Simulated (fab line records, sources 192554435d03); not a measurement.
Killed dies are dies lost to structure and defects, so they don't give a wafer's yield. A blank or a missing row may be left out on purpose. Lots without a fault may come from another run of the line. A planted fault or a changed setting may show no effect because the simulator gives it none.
Split-lot experiment | flow n5_finfet | 7 lots, 21 wafers read, on a route of 1938 steps

THE SPLIT
At N5_BEOL_M5_VIA_ETCH_34 (etches SiCOH lowk in C4F6/O2, target depth 88.3 nm, time 39.2 s), the setting source_w was moved away from the recipe's 345 W on 8 of the 21 wafers read, by -16.8% to -7.4%. The other wafers ran this setting at the recipe's value.

The reading is taken at the split's own step.

THE READING
rf_vpp_V, in V, at N5_BEOL_M5_VIA_ETCH_34 (etches SiCOH lowk in C4F6/O2, target depth 88.3 nm, time 39.2 s). Fault-free wafers of this fab line usually give 657 V, standard deviation 12 V.

wafer  | tool, chamber at the split | source_w as run, W | against the recipe | rf_vpp_V, V | against lot-mates on the recipe
L081.1 | rie_diel-03, 1             | 319.3              | -7.4%              | 698         | +46
L081.2 | rie_diel-03, 3             | 319.3              | -7.4%              | 679         | +27
L081.4 | rie_diel-03, 3             | 345                | recipe             | 652         | -
L084.1 | rie_diel-05, 0             | 345                | recipe             | 664         | -
L084.5 | rie_diel-05, 0             | 345                | recipe             | 663         | -
L084.6 | rie_diel-05, 2             | 345                | recipe             | 665         | -
L083.1 | rie_diel-04, 0             | 312.9              | -9.3%              | 711         | +66
L083.2 | rie_diel-04, 3             | 345                | recipe             | 645         | -
L083.5 | rie_diel-04, 2             | 312.9              | -9.3%              | 674         | +29
L086.2 | rie_diel-04, 2             | 296.7              | -14.0%             | 695         | +50
L086.3 | rie_diel-04, 0             | 296.7              | -14.0%             | 731         | +86
L086.4 | rie_diel-04, 3             | 345                | recipe             | 645         | -
L088.1 | rie_diel-03, 3             | 345                | recipe             | 649         | -
L088.3 | rie_diel-03, 0             | 345                | recipe             | 647         | -
L088.6 | rie_diel-03, 2             | 345                | recipe             | 668         | -
L091.4 | rie_diel-03, 0             | 287.2              | -16.8%             | 709         | +58
L091.5 | rie_diel-03, 2             | 287.2              | -16.8%             | 733         | +82
L091.6 | rie_diel-03, 3             | 345                | recipe             | 651         | -
L093.1 | rie_diel-03, 3             | 345                | recipe             | 652         | -
L093.3 | rie_diel-03, 1             | 345                | recipe             | 670         | -
L093.5 | rie_diel-03, 2             | 345                | recipe             | 668         | -

THE FIT
A straight line over all 21 wafers: rf_vpp_V changes by -3.91 V for each +1% of source_w; r = -0.90; the points scatter about the line by 12 V.
The same after taking each lot's own level away (the mean of its wafers on the recipe; 21 wafers): -4.54 V for each +1%; r = -0.93; scatter 11 V.
On that fit, the largest move of source_w shifts the reading by 76 V.
The lots' own levels span 645.0 to 664.0 V, that is 1.6 times the standard deviation above.
So the lot-to-lot level changes the slope: the two fits differ.
Check: with one of the wafers moved furthest among these (-16.8%) left out of the fit, the line predicts +82.4 V for it against its lot-mates. It came out at +58 V against them.
Tool readings at the split's step, against how far the setting was moved: rf_vpp_V r = -0.90.

OTHER SPLITS ON THESE WAFERS
These wafers also went through other splits before the reading. Each is held against what the fit with the lots' levels taken away leaves over:
other split on the same wafers | wafers away from the commonest value | r with rf_vpp_V (lot level and that fit taken away)
N5_BEOL_M1_COAT_73 temp_c      | 7                                    | -0.38
N5_BEOL_M1_DEP_57 time_s       | 10                                   | -0.12
N5_BEOL_M2_SPUTTER_86 time_s   | 11                                   | +0.03
N5_BEOL_M4_DESCUM_16 time_s    | 8                                    | +0.28
N5_BEOL_M4_COAT_76 spin_rpm    | 7                                    | -0.08

THE WHOLE CHAIN: every reading that the file lists as answering this split, in the file's order
step                   | what it does                                                    | reading                                                        | change (the file's fit)               | r (the file's)
N5_BEOL_M5_VIA_ETCH_34 | etches SiCOH lowk in C4F6/O2, target depth 88.3 nm, time 39.2 s | rf_vpp_V                                                       | -4.6 V for each +1% of the setting    | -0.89
N5_BEOL_M5_VIA_ETCH_34 | etches SiCOH lowk in C4F6/O2, target depth 88.3 nm, time 39.2 s | etch.depth_nm (the simulator's own value, which no gauge read) | +0.404 nm for each +1% of the setting | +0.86

THE FILE'S OWN FIT
rf_vpp_V changes by -4.6 V for each +1% of source_w, r = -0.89.
